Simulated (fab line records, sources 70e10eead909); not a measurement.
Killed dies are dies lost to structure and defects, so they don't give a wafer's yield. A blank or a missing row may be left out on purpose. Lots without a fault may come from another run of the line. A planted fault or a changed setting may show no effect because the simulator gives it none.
Which tool did it? | flow nand_harc | 24 lots, 72 wafers sampled, at 4 steps of a route of 1302

WHAT THE GAUGES READ, wafer by wafer
NHARC_A_M1_OVL_MEAS_10: pitch 240 nm. Usual: overlay_x_nm 0.0 nm, standard deviation 0.86; overlay_y_nm -0.1 nm, standard deviation 0.96.
lot  | measured     | on         | overlay_x_nm (nm) | overlay_y_nm (nm) | flag
L075 | day 23 09:17 | overlay-02 | -1.3 -1.0 -1.5    | 0.0 0.2 0.2       |
L074 | day 23 12:02 | overlay-02 | 1.1 0.9 0.9       | 0.1 0.6 0.2       |
L076 | day 24 05:44 | overlay-01 | 1.3 1.7 1.4       | -0.6 -0.4 0.2     |
L078 | day 24 22:47 | overlay-02 | -0.5 -0.4 0.5     | 0.3 0.3 0.5       |
L077 | day 25 07:32 | overlay-01 | 0.4 0.3 0.5       | 0.0 0.2 0.4       |
L079 | day 25 11:51 | overlay-02 | -0.2 0.2 -0.9     | -0.7 -0.5 -1.3    |
L081 | day 25 13:49 | overlay-02 | 0.5 0.8 0.8       | -2.0 -2.2 -2.1    |
L080 | day 25 16:54 | overlay-02 | 0.9 0.6 0.7       | -0.9 -0.8 -1.2    |
L082 | day 25 23:05 | overlay-01 | -0.3 -0.5 0.2     | -0.7 -0.7 -0.8    |
L083 | day 26 14:02 | overlay-01 | -0.8 -1.0 -0.4    | 0.0 0.2 0.1       |
L084 | day 27 04:38 | overlay-01 | 1.0 1.3 1.0       | 0.4 0.3 1.3       |
L085 | day 27 21:17 | overlay-02 | -0.5 -0.1 -0.8    | 0.5 0.2 -0.1      |
L086 | day 27 22:47 | overlay-02 | -0.4 0.7 0.4      | 2.6 2.0 2.1       |
L088 | day 28 16:56 | overlay-02 | -0.5 -0.6 -0.4    | 0.9 0.2 0.8       |
L087 | day 28 18:32 | overlay-02 | -1.4 -1.2 -1.1    | 1.0 0.0 0.7       |
L089 | day 29 01:03 | overlay-02 | 0.9 0.9 0.7       | -1.4 -1.5 -1.4    |
L091 | day 29 05:53 | overlay-01 | 1.8 1.2 0.9       | 0.5 0.0 0.3       |
L090 | day 29 07:23 | overlay-02 | 0.9 0.8 0.5       | -0.2 -0.2 -0.2    |
L093 | day 30 17:07 | overlay-02 | -0.8 -0.7 -0.2    | 1.4 1.4 0.8       |
L092 | day 31 02:26 | overlay-01 | -1.0 -0.8 -0.6    | -0.8 0.0 -0.8     |
L094 | day 31 09:56 | overlay-01 | -0.4 -0.4 -0.8    | -1.0 -1.0 -0.8    |
L096 | day 31 20:07 | overlay-02 | -1.1 -0.5 -0.3    | -0.9 -0.5 -1.2    |
L097 | day 31 22:01 | overlay-01 | -1.0 -0.7 -0.8    | -1.2 -0.8 -1.9    |
L095 | day 31 23:14 | overlay-01 | -0.8 -0.8 -1.5    | 1.5 1.4 0.4       |

WHICH TOOL RAN EACH LOT (tool, then ch and the chambers of the sampled wafers, then the start)
lot  | NHARC_A_CONTACT_ETCH_89                       | NHARC_A_CONTACT_ETCH_136             | NHARC_A_CONTACT_ETCH_139
L075 | rie_diel-02 ch 0,3, day 22 20:16 or earlier   | har_cap_etch-01 ch 0,1, day 22 20:16 | har_cap_etch-01 ch 0,1, day 22 21:05
L074 | rie_diel-06 ch 0,3, day 22 23:28 or earlier   | har_cap_etch-03 ch 0,1, day 22 23:28 | har_cap_etch-03 ch 0,1, day 23 00:16
L076 | rie_diel-02 ch 0,1,2, day 23 16:47 or earlier | har_cap_etch-01 ch 0,1, day 23 16:47 | har_cap_etch-01 ch 0,1, day 23 17:36
L078 | rie_diel-02 ch 2,3, day 24 08:44 or earlier   | har_cap_etch-02 ch 0,1, day 24 08:44 | har_cap_etch-02 ch 0,1, day 24 09:34
L077 | rie_diel-02 ch 2,3, day 24 13:53 or earlier   | har_cap_etch-02 ch 0,1, day 24 13:53 | har_cap_etch-02 ch 0,1, day 24 14:43
L079 | rie_diel-01 ch 2,3, day 24 22:12 or earlier   | har_cap_etch-03 ch 0,1, day 24 22:12 | har_cap_etch-03 ch 0,1, day 24 23:01
L081 | rie_diel-01 ch 1,3, day 25 00:15 or earlier   | har_cap_etch-01 ch 1, day 25 00:15   | har_cap_etch-01 ch 1, day 25 01:04
L080 | rie_diel-06 ch 1,2,3, day 25 01:49 or earlier | har_cap_etch-03 ch 0,1, day 25 01:49 | har_cap_etch-03 ch 0,1, day 25 02:38
L082 | rie_diel-02 ch 0,2, day 25 09:45 or earlier   | har_cap_etch-03 ch 0,1, day 25 09:45 | har_cap_etch-03 ch 0,1, day 25 10:34
L083 | rie_diel-01 ch 0,2,3, day 26 01:19 or earlier | har_cap_etch-03 ch 0,1, day 26 01:19 | har_cap_etch-03 ch 0,1, day 26 02:07
L084 | rie_diel-01 ch 0,2,3, day 26 16:13 or earlier | har_cap_etch-02 ch 0,1, day 26 16:13 | har_cap_etch-02 ch 0,1, day 26 17:02
L085 | rie_diel-02 ch 1,3, day 27 07:56 or earlier   | har_cap_etch-02 ch 1, day 27 07:56   | har_cap_etch-02 ch 1, day 27 08:45
L086 | rie_diel-02 ch 0,1,3, day 27 09:43 or earlier | har_cap_etch-03 ch 0,1, day 27 09:43 | har_cap_etch-03 ch 0,1, day 27 10:31
L088 | rie_diel-02 ch 1,2,3, day 28 04:08 or earlier | har_cap_etch-02 ch 0,1, day 28 04:08 | har_cap_etch-02 ch 0,1, day 28 04:57
L087 | rie_diel-02 ch 0,2,3, day 28 05:42 or earlier | har_cap_etch-01 ch 0,1, day 28 05:42 | har_cap_etch-01 ch 0,1, day 28 06:31
L089 | rie_diel-06 ch 0,1,3, day 28 11:03 or earlier | har_cap_etch-02 ch 0,1, day 28 11:03 | har_cap_etch-02 ch 0,1, day 28 12:08
L091 | rie_diel-02 ch 0,1,2, day 28 16:56 or earlier | har_cap_etch-03 ch 0,1, day 28 16:56 | har_cap_etch-03 ch 0,1, day 28 17:45
L090 | rie_diel-02 ch 1,2,3, day 28 18:32 or earlier | har_cap_etch-02 ch 0,1, day 28 18:32 | har_cap_etch-02 ch 0,1, day 28 19:22
L093 | rie_diel-02 ch 0,1, day 30 04:07 or earlier   | har_cap_etch-03 ch 0,1, day 30 04:07 | har_cap_etch-03 ch 0,1, day 30 04:56
L092 | rie_diel-02 ch 0,2, day 30 13:13 or earlier   | har_cap_etch-02 ch 0,1, day 30 13:13 | har_cap_etch-02 ch 0,1, day 30 14:01
L094 | rie_diel-01 ch 0,2, day 30 20:55 or earlier   | har_cap_etch-01 ch 0,1, day 30 20:55 | har_cap_etch-01 ch 0,1, day 30 21:44
L096 | rie_diel-02 ch 0,1,2, day 31 06:46 or earlier | har_cap_etch-01 ch 0,1, day 31 06:46 | har_cap_etch-01 ch 0,1, day 31 07:35
L097 | rie_diel-02 ch 0,2,3, day 31 09:24 or earlier | har_cap_etch-03 ch 0,1, day 31 09:24 | har_cap_etch-03 ch 0,1, day 31 10:13
L095 | rie_diel-01 ch 0,2,3, day 31 10:20 or earlier | har_cap_etch-02 ch 0,1, day 31 10:20 | har_cap_etch-02 ch 0,1, day 31 11:08
- NHARC_A_CONTACT_ETCH_89: etches the open film in N2/H2, target depth 260 nm, time 475.3 s.
- NHARC_A_CONTACT_ETCH_136: etches the open film in C4F8/O2/Ar, time 311 s, target depth 1912 nm.
- NHARC_A_CONTACT_ETCH_139: etches the open film in C4F8/O2/Ar, time 195 s, target depth 840 nm.

WHAT THE TOOLS THEMSELVES READ (means of the sampled wafers that have a number; where no wafer has one, the mark that the record gives instead)
NHARC_A_CONTACT_ETCH_89. Usual: bias_w 150.0 W, standard deviation 0.44; drypump_motor_current_A 5.8 A, standard deviation 0.38; oes_product_au 0.995 a.u., standard deviation 0.012; rf_vpp_V 429 V, standard deviation 3.2; showerhead_plenum_p_Torr 1.98 Torr, standard deviation 0.11; throttle_valve_pct 14.172 %, standard deviation 0.0081.
lot  | tool        | bias_w (W) | drypump_motor_current_A (A) | oes_product_au (a.u.) | rf_vpp_V (V) | showerhead_plenum_p_Torr (Torr) | throttle_valve_pct (%) | flag
L075 | rie_diel-02 | 149.9      | 5.9                         | 0.994                 | 429          | 2.00                            | 14.175                 |
L074 | rie_diel-06 | 149.7      | 5.9                         | 1.004                 | 431          | 2.09                            | 14.178                 |
L076 | rie_diel-02 | 149.8      | 5.8                         | 1.003                 | 429          | 1.98                            | 14.172                 |
L078 | rie_diel-02 | 149.7      | 5.8                         | 1.008                 | 426          | 1.90                            | 14.176                 |
L077 | rie_diel-02 | 150.2      | 5.9                         | 0.998                 | 427          | 1.90                            | 14.170                 |
L079 | rie_diel-01 | 150.6      | 5.4                         | 0.989                 | 427          | 1.92                            | 14.171                 |
L081 | rie_diel-01 | 149.9      | 5.6                         | 0.984                 | 428          | 1.97                            | 14.172                 |
L080 | rie_diel-06 | 149.7      | 6.0                         | 0.998                 | 433          | 2.15                            | 14.165                 |
L082 | rie_diel-02 | 150.2      | 5.9                         | 1.000                 | 431          | 2.07                            | 14.174                 |
L083 | rie_diel-01 | 149.8      | 5.3                         | 0.987                 | 428          | 1.94                            | 14.170                 |
L084 | rie_diel-01 | 149.8      | 5.3                         | 0.998                 | 428          | 1.94                            | 14.174                 |
L085 | rie_diel-02 | 150.1      | 5.8                         | 0.996                 | 427          | 1.90                            | 14.167                 |
L086 | rie_diel-02 | 149.7      | 5.9                         | 0.995                 | 429          | 1.99                            | 14.174                 |
L088 | rie_diel-02 | 150.4      | 5.8                         | 0.993                 | 427          | 1.89                            | 14.179                 |
L087 | rie_diel-02 | 150.1      | 5.9                         | 0.998                 | 429          | 1.98                            | 14.170                 |
L089 | rie_diel-06 | 150.0      | 6.2                         | 1.002                 | 432          | 2.10                            | 14.173                 |
L091 | rie_diel-02 | 150.0      | 5.8                         | 0.999                 | 428          | 1.98                            | 14.167                 |
L090 | rie_diel-02 | 150.0      | 5.8                         | 1.000                 | 427          | 1.89                            | 14.173                 |
L093 | rie_diel-02 | 149.8      | 5.8                         | 1.007                 | 429          | 1.98                            | 14.174                 |
L092 | rie_diel-02 | 150.0      | 5.9                         | 1.003                 | 428          | 1.97                            | 14.171                 |
L094 | rie_diel-01 | 150.3      | 5.5                         | 0.988                 | 429          | 1.94                            | 14.174                 |
L096 | rie_diel-02 | 150.2      | 5.8                         | 0.999                 | 428          | 1.97                            | 14.182                 |
L097 | rie_diel-02 | 149.9      | 5.9                         | 0.988                 | 429          | 1.98                            | 14.161                 |
L095 | rie_diel-01 | 149.7      | 5.3                         | 0.990                 | 428          | 1.93                            | 14.172                 |

THE ANSWER, worked out from the rows above alone
Rule: a lot is off if the mean of its wafers that have a number lies more than 3 standard deviations from the usual mean. A lot without any number at a reading at which 4 lots or more have one is off too. The other lots that the step has rows for count as sound. The gauges are gone through in route order, then the tools' own readings, and for those a lot's mean is taken as printed above. The first step at which some lot is off is used, and at that step the reading that is off furthest; a lot without a number counts as furthest.
No lot is off at any reading shown: from this, nothing can be told.

WHAT THE SIMULATOR HAD PUT IN
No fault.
